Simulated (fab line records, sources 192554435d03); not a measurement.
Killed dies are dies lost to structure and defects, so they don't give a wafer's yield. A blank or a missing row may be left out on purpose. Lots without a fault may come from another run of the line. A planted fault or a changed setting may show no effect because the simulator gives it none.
Chamber matching | flow n5_finfet | N5_BEOL_M8_ILD_DEP_00 on pecvd-04: 3 sister chambers
The step deposits SiCOH lowk from DEMS/porogen, target thk 179.75 nm, time 33.4 s. 16 wafers are shown with their chamber, then 8 later ones without.

WAFERS WITH THEIR CHAMBER
wafer  | chamber | throttle_valve_pct (%) | showerhead_plenum_p_Torr (Torr) | heater_power_w (W)
L074.2 | 0       | 14.8                   | 5.719                           | 232
L074.5 | 0       | 14.6                   | 5.715                           | 239
L074.6 | 2       | 12.9                   | 5.739                           | 349
L076.1 | 1       | 14.2                   | 5.754                           | 353
L076.4 | 1       | 14.1                   | 5.751                           | 356
L076.5 | 2       | 13.0                   | 5.742                           | 302
L077.1 | 2       | 12.9                   | 5.741                           | 356
L077.2 | 0       | 14.7                   | 5.713                           | 202
L077.5 | 0       | 14.7                   | 5.722                           | 205
L080.1 | 1       | 13.9                   | 5.761                           | 292
L080.2 | 0       | 14.6                   | 5.700                           | 241
L080.3 | 2       | 12.8                   | 5.741                           | 310
L080.4 | 0       | 14.6                   | 5.721                           | 243
L080.5 | 2       | 13.0                   | 5.737                           | 309
L080.6 | 1       | 13.9                   | 5.745                           | 292
L085.1 | 1       | 14.1                   | 5.755                           | 307

SIGNATURES (means of the wafers above)
reading                  | chamber 0 | chamber 1 | chamber 2 | scatter within a chamber
throttle_valve_pct       | 14.667    | 14.040    | 12.920    | 0.101
showerhead_plenum_p_Torr | 5.71500   | 5.75320   | 5.74000   | 0.00609
heater_power_w           | 227.00    | 320.00    | 325.20    | 25.4
Rule: a wafer's distance from a chamber is the root of the sum, over the readings, of the square of ((its reading less the chamber's mean) divided by the reading's scatter). The wafer belongs to the nearest chamber; if the next one is less than 2 further off, it can't be placed. The scatter: the root of (the sum of the squares of (reading less its chamber's mean) over the shown wafers, divided by (wafers less chambers)).

WAFERS WITHOUT THEIR CHAMBER
wafer  | throttle_valve_pct (%) | showerhead_plenum_p_Torr (Torr) | heater_power_w (W)
L085.2 | 13.1                   | 5.749                           | 368
L085.4 | 13.9                   | 5.755                           | 315
L086.2 | 13.0                   | 5.742                           | 359
L086.3 | 14.9                   | 5.712                           | 245
L086.6 | 12.9                   | 5.736                           | 372
L095.2 | 14.3                   | 5.743                           | 340
L095.4 | 13.8                   | 5.746                           | 332
L095.5 | 14.9                   | 5.695                           | 256

WHICH CHAMBER EACH WENT THROUGH
wafer  | from the rows above | in truth
L085.2 | 2                   | 2
L085.4 | 1                   | 1
L086.2 | 2                   | 2
L086.3 | 0                   | 0
L086.6 | 2                   | 2
L095.2 | 1                   | 1
L095.4 | 1                   | 1
L095.5 | 0                   | 0
Placed correctly: 8 of 8. Can't be placed from these rows: 0. Placed wrongly: 0.
